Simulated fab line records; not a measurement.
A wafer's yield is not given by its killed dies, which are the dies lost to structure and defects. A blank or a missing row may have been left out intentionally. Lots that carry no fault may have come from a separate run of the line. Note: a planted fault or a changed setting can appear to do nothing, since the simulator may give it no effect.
Chamber matching :: flow n5_finfet :: N5_BEOL_M10_CURE_71 on uv_cure-01 has 3 sister chambers
The step cures SiCOH lowk, time 240 s. 6 wafers are shown with their chamber, then 9 later ones without.

## WAFERS, EACH WITH ITS CHAMBER
wafer: L082.4
chamber: 2
wafer_temp_C_max: 386.9
lamp_power_pct (%): 52.34

wafer: L082.5
chamber: 2
wafer_temp_C_max: 386.5
lamp_power_pct (%): 52.33

wafer: L090.3
chamber: 0
wafer_temp_C_max: 385.9
lamp_power_pct (%): 52.20

wafer: L090.4
chamber: 0
wafer_temp_C_max: 385.7
lamp_power_pct (%): 52.29

wafer: L087.3
chamber: 1
wafer_temp_C_max: 386.6
lamp_power_pct (%): 52.20

wafer: L087.5
chamber: 1
wafer_temp_C_max: 386.5
lamp_power_pct (%): 52.28

## WAFERS WITH NO CHAMBER GIVEN
wafer: L091.3
wafer_temp_C_max: 387.4
lamp_power_pct (%): 52.34

wafer: L091.4
wafer_temp_C_max: 386.6
lamp_power_pct (%): 52.34

wafer: L091.5
wafer_temp_C_max: 386.6
lamp_power_pct (%): 52.37

wafer: L092.4
wafer_temp_C_max: 385.7
lamp_power_pct (%): 52.34

wafer: L092.5
wafer_temp_C_max: 386.2
lamp_power_pct (%): 52.39

wafer: L092.6
wafer_temp_C_max: 385.5
lamp_power_pct (%): 52.33

wafer: L097.2
wafer_temp_C_max: 385.9
lamp_power_pct (%): 52.26

wafer: L097.3
wafer_temp_C_max: 385.8
lamp_power_pct (%): 52.36

wafer: L097.5
wafer_temp_C_max: 386.0
lamp_power_pct (%): 52.25

## THE CHAMBER EACH PASSED THROUGH
wafer: L091.3
from the rows above: can't be placed: 2 or 1
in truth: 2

wafer: L091.4
from the rows above: can't be placed: 2 or 1
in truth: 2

wafer: L091.5
from the rows above: can't be placed: 2 or 1
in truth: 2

wafer: L092.4
from the rows above: 0
in truth: 0

wafer: L092.5
from the rows above: can't be placed: 2 or 1 or 0
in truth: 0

wafer: L092.6
from the rows above: 0
in truth: 0

wafer: L097.2
from the rows above: 0
in truth: 0

wafer: L097.3
from the rows above: 0
in truth: 0

wafer: L097.5
from the rows above: can't be placed: 0 or 1
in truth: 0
Correct placement for 4 of the 9. Unplaceable from these rows: 5, with the true chamber sitting among the candidates in 5. 0 placed wrongly.
How it was worked out, from the rows above alone: a wafer's distance from a chamber is the root of the sum, over the readings, of the square of ((its reading less the chamber's mean) divided by the reading's scatter). If the next closest chamber is less than 2 further off than the closest, the wafer can't be placed; otherwise it belongs to the closest. The mean given for a chamber averages the wafers shown for that chamber. The scatter: take each reading less its chamber's mean, square it, sum over the shown wafers, divide by the number of wafers less the number of chambers, and take the root.
